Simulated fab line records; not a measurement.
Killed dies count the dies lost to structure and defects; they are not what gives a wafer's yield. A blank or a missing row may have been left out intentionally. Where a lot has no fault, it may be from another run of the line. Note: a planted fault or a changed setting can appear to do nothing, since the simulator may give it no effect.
A lot that was struck, set against a sound lot	flow nand harc	14 out of 1159 route steps
Sound: the wafers L675.2, L675.4, L675.5. Wafers struck: L685.4, L685.5, L685.6. The cause is named last.
Each step with rows lists, per side, the tool, then ch with its chambers, then its first start. Under that, the readings that differ: sound wafers	struck wafers	difference of the means	sigmas: that difference in standard deviations of wafers without a fault.
alike: words and numbers the same on both sides, and readings whose means are apart by under 2 such deviations; not compared: readings that were withheld, readings missing a value for some wafer, numbers with overlapping values and no deviation given by the record, and bounds like >300 which may hide the same value.
The two part at a step that has a row with sigmas, a row that says differs or no value, or rows on one side only. Numbers that don't overlap but have no deviation are shown without sigmas and don't part them. A reading that every wafer of one side lacks parts them only if that side has two wafers or more.

first, 7 steps without rows for these wafers: NHARC_P_STI_SRD_35; NHARC_P_STI_ETCH_36 (etches SiO2 in dHF, target depth 38.8 nm); NHARC_P_STI_STRIP_24 (strips Si3N4 in H3PO4); NHARC_P_STI_ETCH_37 (etches SiO2 in dHF, target depth 11 nm); NHARC_P_STI_PRECLEAN_38 (cleans in SC1); NHARC_P_STI_SRD_39; NHARC_P_STI_OXIDE_40 (material SiO2, target thk 10 nm, ox time 1362 s).
NHARC_P_STI_INSPECT_25:
  sound on defect inspect-02, day 5 23:48; struck on defect inspect-02, day 8 06:16
  alike: raw defect count
then, 3 steps without rows for these wafers: NHARC_P_GATE_ETCH_69 (etches SiO2 in dHF, target depth 14 nm); NHARC_P_GATE_PRECLEAN_70 (cleans in SC1); NHARC_P_GATE_SRD_01.
NHARC_P_GATE_OXIDE_02: material SiO2, target thk 37.5 nm, ox time 365 s.
  sound on furnace-05 ch 0, day 6 02:58; struck on furnace-05 ch 0, day 8 09:45
reading	sound	struck	difference	sigmas
spike tc bottom C (C)	965.5 967.9 966.3	974.5 973.6 974.9	+7.8	+6
spike tc centre C (C)	951.4 950.8 950.0	958.0 957.3 958.9	+7.3	+7
spike tc lower C (C)	947.9 948.3 951.1	956.7 957.5 957.2	+8.0	+6
spike tc top C (C)	961.2 964.0 965.0	969.1 972.4 971.1	+7.5	+4
spike tc upper C (C)	951.3 952.4 950.0	956.6 956.3 959.1	+6.1	+3
tube center temp C (C)	949.89 949.99 949.88	956.95 956.98 957.13	+7.10	+90
then, 1 step without rows for these wafers: NHARC_P_GATE_DEHYDRATE_03 (time 120 s).
-- the record jumps here: 17 days lie between the struck wafers' starts before and after (it left off in module P_GATE and takes up again in module END, whose first step shown is number 1159 of the route) --
NHARC_END_SORT_01:
  sound on prober-02 ch 0, day 24 08:56; struck on prober-02 ch 0, day 25 21:21
reading	sound	struck	difference	sigmas
killed at array	17 11 12	40 26 56	+27	+2
killed dies	22 12 16	40 31 60	+27	+2
  alike: killed at other, killed at periphery, killed open, killed short

WHERE THEY PART
At NHARC_P_GATE_OXIDE_02 first; at NHARC_END_SORT_01 last (within this record only).

WHY: what the simulator had put in
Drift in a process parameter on furnace-05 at NHARC_P_GATE_OXIDE_02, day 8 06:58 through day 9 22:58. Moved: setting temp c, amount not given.
